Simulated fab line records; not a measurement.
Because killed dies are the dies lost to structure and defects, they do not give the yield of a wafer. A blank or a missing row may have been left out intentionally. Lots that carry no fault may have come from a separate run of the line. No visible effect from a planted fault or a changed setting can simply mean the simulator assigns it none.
Struck lot and sound lot, side by side	flow nandHarc	14 steps out of a route of 1302
Sound: these wafers, L979.2, L979.3, L979.6. Struck: wafer L989.4. (L989.2 of the same lot was not struck and is left out.) The cause comes at the end.
For every step that has rows: the tool of each side, followed by ch and its chambers, followed by its first start. Under that, the readings that differ: sound wafers	struck wafers	difference of the means	sigmas: that difference in standard deviations of wafers without a fault.
alike: readings whose means differ by less than 2 such deviations, and words and numbers that are the same on both sides. not compared: withheld readings, readings that some wafer has no value for, bounds like >300 that may hide the same value, and numbers for which the record gives no deviation and whose values overlap.
Wherever a step has rows on one side only, a row that says differs or no value, or a row with sigmas, the two part there. Numbers that have no deviation but don't overlap get no sigmas and don't part them. A reading missing from all wafers of one side parts the sides only when that side holds two or more wafers.

first, 10 steps without rows for these wafers: NHARC_A_STAIRCASE_SRD_174; NHARC_A_STAIRCASE_DEHYDRATE_01 (time 120 s); NHARC_A_STAIRCASE_HMDS_02 (time 30 s); NHARC_A_STAIRCASE_COAT_03; NHARC_A_STAIRCASE_SOFTBAKE_04 (time 170 s); NHARC_A_STAIRCASE_EBR_05; NHARC_A_STAIRCASE_EXPOSE_06 (exposes mask STAIR); NHARC_A_STAIRCASE_PEB_07 (peb time 130 s); NHARC_A_STAIRCASE_DEVELOP_08 (time 140 s); NHARC_A_STAIRCASE_HARDBAKE_10 (time 140 s).
NHARC_A_STAIRCASE_DESCUM_11: chemistry O2, time 3 s.
  sound on rieDiel-09 ch 1,2, day 17 16:07; struck on rieDiel-08 ch 1, day 21 14:49
reading	sound	struck	difference	sigmas
showerheadPlenumPTorr (Torr)	1.89 1.77 1.77	2.05	+0.24	+3
  alike: drypumpMotorCurrentA, oesProductAu, rfVppV, throttleValvePct
  not compared: rfHoursCounterH
NHARC_A_STAIRCASE_TRIM_12: chemistry O2, time 211.2 s.
  sound on rieDiel-09 ch 1,2,3, day 17 16:12; struck on rieDiel-08 ch 3, day 21 14:58
reading	sound	struck	difference	sigmas
oesProductAu (a.u.)	1.004 0.993 0.975	0.862	-0.129	-13
  alike: drypumpMotorCurrentA, rfVppV, showerheadPlenumPTorr, throttleValvePct
  not compared: rfHoursCounterH
NHARC_A_STAIRCASE_ETCH_13: etches the open film in C4F8/O2, target depth 100 nm, time 40.5 s.
  sound: rieDiel-09 ch 0,1,3; struck: rieDiel-08 ch 0
  alike: oesProductAu, rfVppV
  not compared: rfHoursCounterH
after that, 1 step had no rows for these wafers: NHARC_END_SORT_01.

## WHERE THEY PART
First at NHARC_A_STAIRCASE_DESCUM_11; last, within this record, at NHARC_A_STAIRCASE_TRIM_12. Later steps at which nothing parts them and some readings are alike: NHARC_A_STAIRCASE_ETCH_13.

WHY: what the simulator had put in
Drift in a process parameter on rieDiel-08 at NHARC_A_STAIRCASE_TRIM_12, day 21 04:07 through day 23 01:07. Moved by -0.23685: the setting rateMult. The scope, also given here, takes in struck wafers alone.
